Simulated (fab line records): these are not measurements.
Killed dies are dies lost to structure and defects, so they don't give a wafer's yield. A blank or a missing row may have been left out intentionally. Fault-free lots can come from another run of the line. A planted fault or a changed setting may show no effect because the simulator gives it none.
Which of the tools did it? / flow n5 finfet / 9 lots with 27 wafers sampled at 5 steps, on a route of 1938 steps

## WHAT EACH GAUGE READ, for each wafer
N5_BEOL_M4_RC_MEAS_101. Usual: DIBL_N 36.6 mV/V, standard deviation 1.3; DIBL_P 36.4 mV/V, standard deviation 1.4; IOFF_N 0.167 nA/um, standard deviation 0.023; IOFF_P 0.219 nA/um, standard deviation 0.029; ION_N 678 uA/um, standard deviation 8.7; ION_P 464 uA/um, standard deviation 6.4; SS_N 71.5 mV/dec, standard deviation 0.53; SS_P 73.4 mV/dec, standard deviation 0.57; VT_N 248.5 mV, standard deviation 2.8; VT_P -249 mV, standard deviation 3.1.
lot=L739; measured=day 9 06:21; on=prober-01; DIBL_N (mV/V)=39.7 37.9 37.8; DIBL_P (mV/V)=38.0 35.7 35.3; IOFF_N (nA/um)=0.211 0.180 0.174; IOFF_P (nA/um)=0.267 0.226 0.220; ION_N (uA/um)=692 686 674; ION_P (uA/um)=469 469 463; SS_N (mV/dec)=72.4 71.0 71.6; SS_P (mV/dec)=74.2 73.1 72.9; VT_N (mV)=244.7 245.5 247.3; VT_P (mV)=-246 -248 -249; flag=
lot=L742; measured=day 9 10:55; on=prober-02; DIBL_N (mV/V)=37.2 37.2 39.4; DIBL_P (mV/V)=36.1 35.8 38.8; IOFF_N (nA/um)=0.166 0.158 0.219; IOFF_P (nA/um)=0.233 0.233 0.279; ION_N (uA/um)=688 691 702; ION_P (uA/um)=471 470 477; SS_N (mV/dec)=71.8 71.2 71.9; SS_P (mV/dec)=73.2 73.9 74.0; VT_N (mV)=247.2 246.0 242.7; VT_P (mV)=-245 -245 -246; flag=
lot=L743; measured=day 9 09:05; on=prober-02; DIBL_N (mV/V)=34.3 35.1 36.7; DIBL_P (mV/V)=33.1 33.8 35.5; IOFF_N (nA/um)=0.125 0.132 0.164; IOFF_P (nA/um)=0.212 0.219 0.256; ION_N (uA/um)=660 673 675; ION_P (uA/um)=468 475 476; SS_N (mV/dec)=71.6 71.4 73.2; SS_P (mV/dec)=72.4 72.5 72.3; VT_N (mV)=254.0 253.4 249.6; VT_P (mV)=-247 -249 -245; flag=
lot=L745; measured=day 10 17:10; on=prober-01; DIBL_N (mV/V)=36.8 36.2 35.3; DIBL_P (mV/V)=37.2 36.7 35.4; IOFF_N (nA/um)=0.144 0.149 0.128; IOFF_P (nA/um)=0.192 0.185 0.163; ION_N (uA/um)=676 678 675; ION_P (uA/um)=460 460 452; SS_N (mV/dec)=71.5 71.3 71.1; SS_P (mV/dec)=73.0 73.2 72.7; VT_N (mV)=251.5 251.0 253.6; VT_P (mV)=-252 -256 -255; flag=
lot=L749; measured=day 11 14:51; on=prober-01; DIBL_N (mV/V)=34.9 34.1 34.5; DIBL_P (mV/V)=36.0 34.6 35.8; IOFF_N (nA/um)=0.157 0.154 0.158; IOFF_P (nA/um)=0.243 0.216 0.238; ION_N (uA/um)=675 678 681; ION_P (uA/um)=467 468 472; SS_N (mV/dec)=71.3 71.1 71.1; SS_P (mV/dec)=73.4 72.9 73.4; VT_N (mV)=252.5 248.4 249.7; VT_P (mV)=-242 -246 -247; flag=
lot=L751; measured=day 13 17:03; on=prober-01; DIBL_N (mV/V)=35.5 36.0 36.7; DIBL_P (mV/V)=37.1 38.0 38.3; IOFF_N (nA/um)=0.165 0.177 0.189; IOFF_P (nA/um)=0.201 0.215 0.210; ION_N (uA/um)=674 673 670; ION_P (uA/um)=460 457 455; SS_N (mV/dec)=71.6 71.8 72.2; SS_P (mV/dec)=74.1 74.1 74.1; VT_N (mV)=248.2 249.4 247.0; VT_P (mV)=-253 -253 -251; flag=
lot=L753; measured=day 13 08:50; on=prober-02; DIBL_N (mV/V)=37.3 38.8 37.2; DIBL_P (mV/V)=36.1 38.8 35.9; IOFF_N (nA/um)=0.187 0.219 0.182; IOFF_P (nA/um)=0.241 0.290 0.238; ION_N (uA/um)=675 681 669; ION_P (uA/um)=464 468 459; SS_N (mV/dec)=72.4 72.3 72.7; SS_P (mV/dec)=73.5 75.0 73.2; VT_N (mV)=248.6 245.4 246.7; VT_P (mV)=-245 -244 -246; flag=
lot=L760; measured=day 15 22:28; on=prober-01; DIBL_N (mV/V)=38.3 37.2 37.2; DIBL_P (mV/V)=39.0 36.4 36.5; IOFF_N (nA/um)=0.231 0.193 0.188; IOFF_P (nA/um)=0.281 0.235 0.234; ION_N (uA/um)=704 689 690; ION_P (uA/um)=477 468 468; SS_N (mV/dec)=71.8 71.3 71.6; SS_P (mV/dec)=74.7 74.4 73.3; VT_N (mV)=242.5 245.3 245.2; VT_P (mV)=-245 -249 -250; flag=
lot=L761; measured=day 15 15:25; on=prober-02; DIBL_N (mV/V)=36.2 36.1 35.8; DIBL_P (mV/V)=37.2 36.6 36.3; IOFF_N (nA/um)=0.160 0.153 0.151; IOFF_P (nA/um)=0.197 0.182 0.179; ION_N (uA/um)=679 676 679; ION_P (uA/um)=461 457 460; SS_N (mV/dec)=71.8 71.3 70.9; SS_P (mV/dec)=72.2 72.6 72.6; VT_N (mV)=248.6 251.2 250.6; VT_P (mV)=-252 -250 -252; flag=

## TOOL THAT RAN EACH LOT (tool first, then ch and the chambers of the sampled wafers, then the start)
lot=L739; N5_MOL_CONTACT_COAG_ETCHBACK_134=rie diel-01 ch 0,2, day 5 14:35; N5_MOL_CONTACT_COAG_ETCH_48=rie diel-01 ch 0,2, day 5 14:49; N5_MOL_CONTACT_COAG_STRIP_72=rie diel-01 ch 0,2, day 5 14:52; N5_MOL_CONTACT_COAG_CMP_52=cmp-02 ch 1,2, day 5 15:35
lot=L742; N5_MOL_CONTACT_COAG_ETCHBACK_134=rie diel-05 ch 0,3, day 6 04:06; N5_MOL_CONTACT_COAG_ETCH_48=rie diel-05 ch 0,3, day 6 04:19; N5_MOL_CONTACT_COAG_STRIP_72=rie diel-05 ch 0,3, day 6 04:22; N5_MOL_CONTACT_COAG_CMP_52=cmp-01 ch 0,2, day 6 05:30
lot=L743; N5_MOL_CONTACT_COAG_ETCHBACK_134=rie diel-01 ch 0,2,3, day 6 12:04; N5_MOL_CONTACT_COAG_ETCH_48=rie diel-01 ch 0,2,3, day 6 12:18; N5_MOL_CONTACT_COAG_STRIP_72=rie diel-01 ch 0,2,3, day 6 12:21; N5_MOL_CONTACT_COAG_CMP_52=cmp-02 ch 0,1, day 6 13:13
lot=L745; N5_MOL_CONTACT_COAG_ETCHBACK_134=rie diel-01 ch 0,3, day 6 23:04; N5_MOL_CONTACT_COAG_ETCH_48=rie diel-01 ch 0,3, day 6 23:17; N5_MOL_CONTACT_COAG_STRIP_72=rie diel-01 ch 0,3, day 6 23:20; N5_MOL_CONTACT_COAG_CMP_52=cmp-02 ch 1,2, day 7 00:02
lot=L749; N5_MOL_CONTACT_COAG_ETCHBACK_134=rie diel-04 ch 1,3, day 7 21:35; N5_MOL_CONTACT_COAG_ETCH_48=rie diel-04 ch 1,3, day 7 21:49; N5_MOL_CONTACT_COAG_STRIP_72=rie diel-04 ch 1,3, day 7 21:52; N5_MOL_CONTACT_COAG_CMP_52=cmp-02 ch 0,2,3, day 7 22:36
lot=L751; N5_MOL_CONTACT_COAG_ETCHBACK_134=rie diel-04 ch 2,3, day 8 13:38; N5_MOL_CONTACT_COAG_ETCH_48=rie diel-04 ch 2,3, day 8 13:58; N5_MOL_CONTACT_COAG_STRIP_72=rie diel-04 ch 2,3, day 8 14:03; N5_MOL_CONTACT_COAG_CMP_52=cmp-02 ch 0,3, day 8 14:49
lot=L753; N5_MOL_CONTACT_COAG_ETCHBACK_134=rie diel-04 ch 0,3, day 9 07:34; N5_MOL_CONTACT_COAG_ETCH_48=rie diel-04 ch 0,3, day 9 07:48; N5_MOL_CONTACT_COAG_STRIP_72=rie diel-04 ch 0,3, day 9 07:51; N5_MOL_CONTACT_COAG_CMP_52=cmp-02 ch 0,1, day 9 09:07
lot=L760; N5_MOL_CONTACT_COAG_ETCHBACK_134=rie diel-05 ch 1,2,3, day 11 02:22; N5_MOL_CONTACT_COAG_ETCH_48=rie diel-05 ch 1,2,3, day 11 02:36; N5_MOL_CONTACT_COAG_STRIP_72=rie diel-05 ch 1,2,3, day 11 02:39; N5_MOL_CONTACT_COAG_CMP_52=cmp-04 ch 2,3, day 11 03:25
lot=L761; N5_MOL_CONTACT_COAG_ETCHBACK_134=rie diel-04 ch 1,2,3, day 11 03:35; N5_MOL_CONTACT_COAG_ETCH_48=rie diel-04 ch 1,2,3, day 11 03:48; N5_MOL_CONTACT_COAG_STRIP_72=rie diel-04 ch 1,2,3, day 11 03:52; N5_MOL_CONTACT_COAG_CMP_52=cmp-04 ch 0,2, day 11 04:35
- N5_MOL_CONTACT_COAG_ETCHBACK_134: etches SiO2 in CHF3, target depth 10 nm, time 6.7 s.
- N5_MOL_CONTACT_COAG_ETCH_48: etches SiOC in C4F6/O2, target depth 15 nm, overetch 4.5 nm, time 17 s.
- N5_MOL_CONTACT_COAG_STRIP_72: strips in N2/H2.
- N5_MOL_CONTACT_COAG_CMP_52: polishes, stops on SiO2, t overpolish 1.5 s, target thk 66.5 nm.

## WHAT THE TOOLS THEMSELVES READ (means of the sampled wafers that have a number; where no wafer has one, the mark that the record gives instead)
N5_MOL_CONTACT_COAG_ETCHBACK_134. Usual: drypump motor current A 5.8 A, standard deviation 0.47; oes product au 0.79 a.u., standard deviation 0.09; rf fwd power W 602 W, standard deviation 3.1; rf vpp V 525 V, standard deviation 5.3; showerhead plenum p Torr 2.40 Torr, standard deviation 0.048; throttle valve pct 18.81 %, standard deviation 0.19.
lot=L739; tool=rie diel-01; drypump motor current A (A)=6.0; oes product au (a.u.)=0.84; rf fwd power W (W)=601; rf vpp V (V)=531; showerhead plenum p Torr (Torr)=2.38; throttle valve pct (%)=18.64; flag=
lot=L742; tool=rie diel-05; drypump motor current A (A)=5.8; oes product au (a.u.)=0.83; rf fwd power W (W)=600; rf vpp V (V)=527; showerhead plenum p Torr (Torr)=2.45; throttle valve pct (%)=18.83; flag=
lot=L743; tool=rie diel-01; drypump motor current A (A)=5.6; oes product au (a.u.)=0.80; rf fwd power W (W)=601; rf vpp V (V)=527; showerhead plenum p Torr (Torr)=2.39; throttle valve pct (%)=18.77; flag=
lot=L745; tool=rie diel-01; drypump motor current A (A)=5.6; oes product au (a.u.)=0.83; rf fwd power W (W)=601; rf vpp V (V)=521; showerhead plenum p Torr (Torr)=2.37; throttle valve pct (%)=18.87; flag=
lot=L749; tool=rie diel-04; drypump motor current A (A)=6.0; oes product au (a.u.)=0.76; rf fwd power W (W)=601; rf vpp V (V)=526; showerhead plenum p Torr (Torr)=2.37; throttle valve pct (%)=18.82; flag=
lot=L751; tool=rie diel-04; drypump motor current A (A)=5.6; oes product au (a.u.)=0.78; rf fwd power W (W)=603; rf vpp V (V)=523; showerhead plenum p Torr (Torr)=2.40; throttle valve pct (%)=18.90; flag=
lot=L753; tool=rie diel-04; drypump motor current A (A)=6.0; oes product au (a.u.)=0.92; rf fwd power W (W)=601; rf vpp V (V)=529; showerhead plenum p Torr (Torr)=2.43; throttle valve pct (%)=18.53; flag=
lot=L760; tool=rie diel-05; drypump motor current A (A)=6.2; oes product au (a.u.)=0.76; rf fwd power W (W)=606; rf vpp V (V)=520; showerhead plenum p Torr (Torr)=2.38; throttle valve pct (%)=18.87; flag=
lot=L761; tool=rie diel-04; drypump motor current A (A)=5.8; oes product au (a.u.)=0.83; rf fwd power W (W)=601; rf vpp V (V)=524; showerhead plenum p Torr (Torr)=2.38; throttle valve pct (%)=18.74; flag=

N5_MOL_CONTACT_COAG_ETCH_48. Usual: drypump motor current A 5.8 A, standard deviation 0.47; oes product au 0.67 a.u., standard deviation 0.078; rf fwd power W 332.2 W, standard deviation 1.4; rf vpp V 1592 V, standard deviation 15; showerhead plenum p Torr 2.86 Torr, standard deviation 0.058; throttle valve pct 40.76 %, standard deviation 0.22.
lot=L739; tool=rie diel-01; drypump motor current A (A)=6.0; oes product au (a.u.)=0.73; rf fwd power W (W)=332.1; rf vpp V (V)=1609; showerhead plenum p Torr (Torr)=2.84; throttle valve pct (%)=40.51; flag=
lot=L742; tool=rie diel-05; drypump motor current A (A)=5.8; oes product au (a.u.)=0.70; rf fwd power W (W)=331.2; rf vpp V (V)=1595; showerhead plenum p Torr (Torr)=2.92; throttle valve pct (%)=40.76; flag=
lot=L743; tool=rie diel-01; drypump motor current A (A)=5.6; oes product au (a.u.)=0.69; rf fwd power W (W)=331.1; rf vpp V (V)=1598; showerhead plenum p Torr (Torr)=2.86; throttle valve pct (%)=40.65; flag=
lot=L745; tool=rie diel-01; drypump motor current A (A)=5.6; oes product au (a.u.)=0.69; rf fwd power W (W)=332.4; rf vpp V (V)=1580; showerhead plenum p Torr (Torr)=2.83; throttle valve pct (%)=40.86; flag=
lot=L749; tool=rie diel-04; drypump motor current A (A)=6.0; oes product au (a.u.)=0.64; rf fwd power W (W)=331.2; rf vpp V (V)=1595; showerhead plenum p Torr (Torr)=2.83; throttle valve pct (%)=40.82; flag=
lot=L751; tool=rie diel-04; drypump motor current A (A)=5.5; oes product au (a.u.)=0.65; rf fwd power W (W)=332.7; rf vpp V (V)=1588; showerhead plenum p Torr (Torr)=2.86; throttle valve pct (%)=40.95; flag=
lot=L753; tool=rie diel-04; drypump motor current A (A)=6.0; oes product au (a.u.)=0.78; rf fwd power W (W)=332.8; rf vpp V (V)=1605; showerhead plenum p Torr (Torr)=2.90; throttle valve pct (%)=40.58; flag=
lot=L760; tool=rie diel-05; drypump motor current A (A)=6.2; oes product au (a.u.)=0.64; rf fwd power W (W)=333.8; rf vpp V (V)=1582; showerhead plenum p Torr (Torr)=2.84; throttle valve pct (%)=40.64; flag=
lot=L761; tool=rie diel-04; drypump motor current A (A)=5.8; oes product au (a.u.)=0.73; rf fwd power W (W)=330.9; rf vpp V (V)=1591; showerhead plenum p Torr (Torr)=2.84; throttle valve pct (%)=40.78; flag=

N5_MOL_CONTACT_COAG_STRIP_72. Usual: drypump motor current A 5.8 A, standard deviation 0.47; h2 flow sccm 199.9 sccm, standard deviation 0.62; oes product au 0.79 a.u., standard deviation 0.092; rf vpp V 59.2 V, standard deviation 1.9; showerhead plenum p Torr 2.55 Torr, standard deviation 0.056; throttle valve pct 23.75 %, standard deviation 0.22.
lot=L739; tool=rie diel-01; drypump motor current A (A)=6.0; h2 flow sccm (sccm)=199.4; oes product au (a.u.)=0.85; rf vpp V (V)=58.2; showerhead plenum p Torr (Torr)=2.53; throttle valve pct (%)=23.49; flag=
lot=L742; tool=rie diel-05; drypump motor current A (A)=5.8; h2 flow sccm (sccm)=199.8; oes product au (a.u.)=0.84; rf vpp V (V)=59.0; showerhead plenum p Torr (Torr)=2.61; throttle valve pct (%)=23.81; flag=
lot=L743; tool=rie diel-01; drypump motor current A (A)=5.6; h2 flow sccm (sccm)=200.0; oes product au (a.u.)=0.80; rf vpp V (V)=60.0; showerhead plenum p Torr (Torr)=2.55; throttle valve pct (%)=23.63; flag=
lot=L745; tool=rie diel-01; drypump motor current A (A)=5.6; h2 flow sccm (sccm)=199.3; oes product au (a.u.)=0.81; rf vpp V (V)=58.7; showerhead plenum p Torr (Torr)=2.54; throttle valve pct (%)=23.84; flag=
lot=L749; tool=rie diel-04; drypump motor current A (A)=6.0; h2 flow sccm (sccm)=200.1; oes product au (a.u.)=0.76; rf vpp V (V)=60.1; showerhead plenum p Torr (Torr)=2.53; throttle valve pct (%)=23.73; flag=
lot=L751; tool=rie diel-04; drypump motor current A (A)=5.5; h2 flow sccm (sccm)=200.3; oes product au (a.u.)=0.78; rf vpp V (V)=57.9; showerhead plenum p Torr (Torr)=2.55; throttle valve pct (%)=23.93; flag=
lot=L753; tool=rie diel-04; drypump motor current A (A)=6.0; h2 flow sccm (sccm)=200.1; oes product au (a.u.)=0.93; rf vpp V (V)=60.2; showerhead plenum p Torr (Torr)=2.60; throttle valve pct (%)=23.50; flag=
lot=L760; tool=rie diel-05; drypump motor current A (A)=6.2; h2 flow sccm (sccm)=199.8; oes product au (a.u.)=0.76; rf vpp V (V)=59.7; showerhead plenum p Torr (Torr)=2.53; throttle valve pct (%)=23.78; flag=
lot=L761; tool=rie diel-04; drypump motor current A (A)=5.7; h2 flow sccm (sccm)=200.1; oes product au (a.u.)=0.82; rf vpp V (V)=59.8; showerhead plenum p Torr (Torr)=2.53; throttle valve pct (%)=23.69; flag=

N5_MOL_CONTACT_COAG_CMP_52. Usual: motor current A 11.6 A, standard deviation 1.3; overpolish run s 1.500 s, standard deviation 0.0088; platen rpm 50.29 rpm, standard deviation 0.032; time to endpoint s 13.6 s, standard deviation 2.1.
lot=L739; tool=cmp-02; motor current A (A)=12.7; overpolish run s (s)=1.509; platen rpm (rpm)=50.26; time to endpoint s (s)=18.0; flag=
lot=L742; tool=cmp-01; motor current A (A)=10.5; overpolish run s (s)=1.501; platen rpm (rpm)=50.30; time to endpoint s (s)=15.0; flag=
lot=L743; tool=cmp-02; motor current A (A)=12.1; overpolish run s (s)=1.500; platen rpm (rpm)=50.28; time to endpoint s (s)=13.0; flag=
lot=L745; tool=cmp-02; motor current A (A)=12.7; overpolish run s (s)=1.501; platen rpm (rpm)=50.33; time to endpoint s (s)=12.3; flag=
lot=L749; tool=cmp-02; motor current A (A)=10.9; overpolish run s (s)=1.498; platen rpm (rpm)=50.30; time to endpoint s (s)=11.2; flag=
lot=L751; tool=cmp-02; motor current A (A)=10.9; overpolish run s (s)=1.511; platen rpm (rpm)=49.61; time to endpoint s (s)=12.7; flag=OFF
lot=L753; tool=cmp-02; motor current A (A)=12.1; overpolish run s (s)=1.490; platen rpm (rpm)=49.65; time to endpoint s (s)=12.9; flag=OFF
lot=L760; tool=cmp-04; motor current A (A)=12.8; overpolish run s (s)=1.503; platen rpm (rpm)=50.30; time to endpoint s (s)=14.8; flag=
lot=L761; tool=cmp-04; motor current A (A)=12.8; overpolish run s (s)=1.502; platen rpm (rpm)=50.32; time to endpoint s (s)=12.3; flag=

## THE ANSWER, worked out from the rows above alone
Rule: a lot counts as off when the mean over its wafers that have a number is more than 3 standard deviations away from the usual mean. A lot without any number at a reading at which 4 lots or more have one is off too. Any other lot the step has rows for is counted as sound. First the gauges in route order, then the tools' own readings, where a lot's mean is used as printed above. The first step at which some lot is off is used, and at that step the reading that is off furthest; a lot without a number counts as furthest.
Off: L751, L753 (N5_MOL_CONTACT_COAG_CMP_52, platen rpm).
A tool fits if, at that step or a process step before it, it ran every lot that is off, and no sound lot after the first of them. One candidate fits, namely cmp-02 at N5_MOL_CONTACT_COAG_CMP_52. A fault onset in the window from L749 (day 7 22:36, its last sound lot) to L751 (day 8 14:49, its first lot off) fits.
The tool's own readings at N5_MOL_CONTACT_COAG_CMP_52 bear it out: on the lots that are off they differ by more than 5 times the standard deviation of the sound lots' means. platen rpm reads 49.63 rpm there against 50.30 rpm on the sound lots.

## WHAT WAS PUT IN BY THE SIMULATOR
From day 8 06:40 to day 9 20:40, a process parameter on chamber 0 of cmp-02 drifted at N5_MOL_CONTACT_COAG_CMP_52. The setting platen rpm was moved by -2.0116, starting from 50.289. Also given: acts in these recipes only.
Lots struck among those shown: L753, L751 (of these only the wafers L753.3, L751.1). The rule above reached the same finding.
